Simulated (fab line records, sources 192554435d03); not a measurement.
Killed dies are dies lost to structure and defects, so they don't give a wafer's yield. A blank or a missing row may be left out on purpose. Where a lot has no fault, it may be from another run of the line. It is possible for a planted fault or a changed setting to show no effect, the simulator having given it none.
Chamber matching -- flow n5 finfet -- N5_SDB_CUT_ETCH_26 on rie si-04 has 4 sister chambers
The step etches Si in HBr/Cl2/O2, target depth 129.6 nm, bt time 20 s, time 51.8 s. 8 wafers are shown with their chamber, then 11 later ones without.

== EACH WAFER AND ITS CHAMBER ==
wafer,chamber,throttle valve pct (%),drypump motor current A (A)
L077.2,0,36.8,6.0
L077.3,1,37.3,5.6
L081.2,1,37.4,5.6
L081.5,3,37.3,5.8
L087.1,2,37.0,5.4
L087.3,3,37.3,5.9
L087.5,2,37.0,5.3
L088.1,0,36.8,6.0

== WAFERS WITHOUT THEIR CHAMBER ==
wafer,throttle valve pct (%),drypump motor current A (A)
L088.2,37.3,5.9
L088.3,37.4,5.6
L088.4,36.8,6.0
L088.5,37.2,5.9
L088.6,37.4,5.6
L090.1,37.0,5.4
L090.4,37.3,5.9
L090.6,37.0,5.3
L095.1,36.8,6.0
L095.3,37.0,5.3
L095.4,37.3,5.9

== THE CHAMBER EACH PASSED THROUGH ==
wafer,from the rows above,in truth
L088.2,3,3
L088.3,1,1
L088.4,0,0
L088.5,3,3
L088.6,1,1
L090.1,2,2
L090.4,3,3
L090.6,2,2
L095.1,0,0
L095.3,2,2
L095.4,3,3
Correct placement for 11 of the 11. Left unplaced by these rows: 0. Placed wrongly: 0.
How it was worked out, from the rows above alone: a wafer's distance from a chamber is the root of the sum, over the readings, of the square of ((its reading less the chamber's mean) divided by the reading's scatter). If the next closest chamber is less than 2 further off than the closest, the wafer can't be placed; otherwise it belongs to the closest. The mean given for a chamber averages the wafers shown for that chamber. The scatter: the root of (the sum of the squares of (reading less its chamber's mean) over the shown wafers, divided by (wafers less chambers)).
